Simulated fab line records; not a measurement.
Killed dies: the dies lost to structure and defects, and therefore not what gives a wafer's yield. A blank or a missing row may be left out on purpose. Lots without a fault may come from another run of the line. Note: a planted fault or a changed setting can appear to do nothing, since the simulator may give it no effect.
Matching of chambers ; flow n5_finfet ; 3 sister chambers for N5_BEOL_M2_PRE_CLEAN_60 on cvd_co-02
The step time 15 s. 6 wafers are shown with their chamber, then 12 later ones without.

## WAFERS, EACH WITH ITS CHAMBER
wafer;chamber;heater_power_w (W);rf_fwd_power_W (W)
L083.1;1;80;298.2
L083.3;0;71;296.2
L083.5;2;102;296.5
L085.3;2;102;298.5
L085.5;0;72;296.8
L085.6;1;79;298.2

## WAFERS WITHOUT THEIR CHAMBER
wafer;heater_power_w (W);rf_fwd_power_W (W)
L086.1;71;295.9
L086.3;103;296.3
L086.4;72;296.3
L087.3;79;297.3
L087.4;72;295.5
L087.5;79;297.8
L089.2;79;297.5
L089.4;104;296.8
L089.5;70;295.4
L094.3;104;296.5
L094.5;79;299.2
L094.6;102;297.0

## EACH ONE'S CHAMBER
wafer;from the rows above;in truth
L086.1;0;0
L086.3;2;2
L086.4;0;0
L087.3;1;1
L087.4;0;0
L087.5;1;1
L089.2;1;1
L089.4;2;2
L089.5;0;0
L094.3;2;2
L094.5;1;1
L094.6;2;2
Correctly placed: 12 of 12. Can't be placed from these rows: 0. Placed wrongly: 0.
How it was worked out, from the rows above alone: a wafer's distance from a chamber is the root of the sum, over the readings, of the square of ((its reading less the chamber's mean) divided by the reading's scatter). If the next closest chamber is less than 2 further off than the closest, the wafer can't be placed; otherwise it belongs to the closest. Each chamber's mean is taken over the wafers shown for it. The scatter: take each reading less its chamber's mean, square it, sum over the shown wafers, divide by the number of wafers less the number of chambers, and take the root.
